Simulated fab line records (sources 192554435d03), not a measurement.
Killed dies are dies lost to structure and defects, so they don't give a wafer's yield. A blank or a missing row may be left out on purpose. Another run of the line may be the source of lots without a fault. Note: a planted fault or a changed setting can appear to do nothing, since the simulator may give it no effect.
Matching of chambers -- flow n5-finfet -- 4 sister chambers for N5_FIN_SAQP_ETCH_34 on rie-diel-06
The step etches SiO2 in C4F6/O2, target depth 45 nm, time 15 s. 16 wafers are shown with their chamber, then 8 later ones without.

## EACH WAFER AND ITS CHAMBER
wafer,chamber,rf-vpp-V (V),drypump-motor-current-A (A),showerhead-plenum-p-Torr (Torr)
L078.1,3,672,5.0,2.96
L078.3,2,664,5.9,2.83
L078.6,1,655,6.5,3.03
L080.3,3,673,5.0,2.95
L080.4,0,705,6.4,2.97
L080.5,0,706,6.3,2.97
L081.1,1,656,6.5,3.03
L081.5,0,705,6.3,2.97
L081.6,3,672,5.1,2.95
L085.1,3,673,5.1,2.95
L085.3,1,654,6.5,3.03
L085.4,0,704,6.3,2.97
L091.1,3,673,5.0,2.95
L091.3,1,655,6.5,3.02
L091.6,3,671,5.0,2.95
L092.1,2,665,5.9,2.81

SIGNATURES, as means of the wafers listed above
reading,chamber 0,chamber 1,chamber 2,chamber 3,scatter within a chamber
rf-vpp-V,705.00,655.00,664.50,672.33,0.808
drypump-motor-current-A,6.325,6.500,5.900,5.033,0.0417
showerhead-plenum-p-Torr,2.9700,3.0275,2.8200,2.9517,0.00546
Rule: for a wafer and a chamber, the distance is found by dividing, reading by reading, the gap between the wafer's reading and the chamber's mean by the reading's scatter, squaring, summing and taking the root. The wafer belongs to the nearest chamber; if the next one is less than 2 further off, it can't be placed. How the scatter is found: for the shown wafers, subtract from each reading the mean of its chamber, square and add these, divide the total by (wafers less chambers), then take the root.

## WAFERS WITH NO CHAMBER GIVEN
wafer,rf-vpp-V (V),drypump-motor-current-A (A),showerhead-plenum-p-Torr (Torr)
L092.4,672,5.0,2.94
L092.6,654,6.4,3.02
L094.1,704,6.4,2.96
L094.2,673,5.0,2.94
L094.5,705,6.4,2.96
L095.1,671,5.0,2.94
L095.2,703,6.3,2.96
L095.5,704,6.3,2.96

## EACH ONE'S CHAMBER
wafer,from the rows above,in truth
L092.4,3,3
L092.6,1,1
L094.1,0,0
L094.2,3,3
L094.5,0,0
L095.1,3,3
L095.2,0,0
L095.5,0,0
Correctly placed: 8 of 8. Can't be placed from these rows: 0. 0 placed wrongly.
